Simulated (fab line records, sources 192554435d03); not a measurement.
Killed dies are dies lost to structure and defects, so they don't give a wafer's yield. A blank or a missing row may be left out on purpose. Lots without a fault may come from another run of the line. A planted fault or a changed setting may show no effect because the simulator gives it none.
Chamber matching | flow n5_finfet | N5_BEOL_M9_PECVD_70 on pecvd-02: 3 sister chambers
The step deposits SiO2 from TEOS/O2, target thk 20 nm, time 22.7 s. 3 wafers are shown with their chamber, then 7 later ones without.

WAFERS WITH THEIR CHAMBER
wafer  | chamber | throttle_valve_pct (%)
L085.4 | 2       | 23.8
L089.1 | 0       | 21.2
L089.4 | 1       | 24.0

WAFERS WITHOUT THEIR CHAMBER
wafer  | throttle_valve_pct (%)
L089.5 | 24.0
L087.1 | 24.1
L087.5 | 21.3
L087.6 | 23.9
L092.2 | 21.2
L092.4 | 21.2
L092.5 | 23.9

WHICH CHAMBER EACH WENT THROUGH
wafer  | from the rows above     | in truth
L089.5 | 1                       | 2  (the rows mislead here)
L087.1 | 1                       | 1
L087.5 | 0                       | 0
L087.6 | can't be placed: 2 or 1 | 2
L092.2 | 0                       | 0
L092.4 | 0                       | 0
L092.5 | can't be placed: 2 or 1 | 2
Placed correctly: 4 of 7. Can't be placed from these rows: 2 (the true chamber is among the candidates in 2). Placed wrongly: 1.
How it was worked out, from the rows above alone: a wafer's distance from a chamber is the root of the sum, over the readings, of the square of ((its reading less the chamber's mean) divided by the reading's scatter). The wafer belongs to the nearest chamber; if the next one is less than 2 further off, it can't be placed. A chamber's mean is the mean of its shown wafers. The scatter: with one shown wafer a chamber, the root of the mean of the squares of how far each hidden wafer lies from its nearest shown one.
